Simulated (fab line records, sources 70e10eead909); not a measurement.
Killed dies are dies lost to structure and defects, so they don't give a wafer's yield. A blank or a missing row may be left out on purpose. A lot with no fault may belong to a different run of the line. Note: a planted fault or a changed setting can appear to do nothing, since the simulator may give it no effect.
Chamber matching + flow nand-harc + cmp-03 running NHARC_A_BONDPAD_CMP_19: 4 sister chambers
The step polishes, t overpolish 30 s, cu recess touch 16 s, target thk 169.8 nm. 4 wafers are shown with their chamber, then 7 later ones without.

== WAFERS, EACH WITH ITS CHAMBER ==
| wafer  | chamber | motor-current-A (A) |
|--------|---------|---------------------|
| L084.2 | 3       | 11.2                |
| L084.4 | 0       | 11.8                |
| L088.2 | 1       | 11.8                |
| L088.4 | 2       | 11.2                |

== WAFERS MISSING THEIR CHAMBER ==
| wafer  | motor-current-A (A) |
|--------|---------------------|
| L088.5 | 12.3                |
| L087.2 | 10.8                |
| L087.4 | 11.8                |
| L087.5 | 11.5                |
| L096.1 | 11.0                |
| L096.2 | 12.1                |
| L096.4 | 10.7                |

== THE CHAMBER EACH PASSED THROUGH ==
| wafer  | from the rows above               | in truth |
|--------|-----------------------------------|----------|
| L088.5 | can't be placed: 0 or 1 or 2 or 3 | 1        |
| L087.2 | can't be placed: 2 or 3 or 0 or 1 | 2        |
| L087.4 | can't be placed: 0 or 1 or 2 or 3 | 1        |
| L087.5 | can't be placed: 0 or 1 or 2 or 3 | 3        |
| L096.1 | can't be placed: 2 or 3 or 0 or 1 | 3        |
| L096.2 | can't be placed: 0 or 1 or 2 or 3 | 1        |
| L096.4 | can't be placed: 2 or 3 or 0 or 1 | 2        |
Placed correctly: 0 of 7. Can't be placed from these rows: 7 (the true chamber is among the candidates in 7). Number placed wrongly: 0.
How it was worked out, from the rows above alone: a wafer's distance from a chamber is the root of the sum, over the readings, of the square of ((its reading less the chamber's mean) divided by the reading's scatter). The wafer belongs to the nearest chamber; if the next one is less than 2 further off, it can't be placed. A chamber's mean is the mean of its shown wafers. The scatter: root of mean squared gap, hidden wafer to nearest shown wafer, with one shown wafer a chamber.
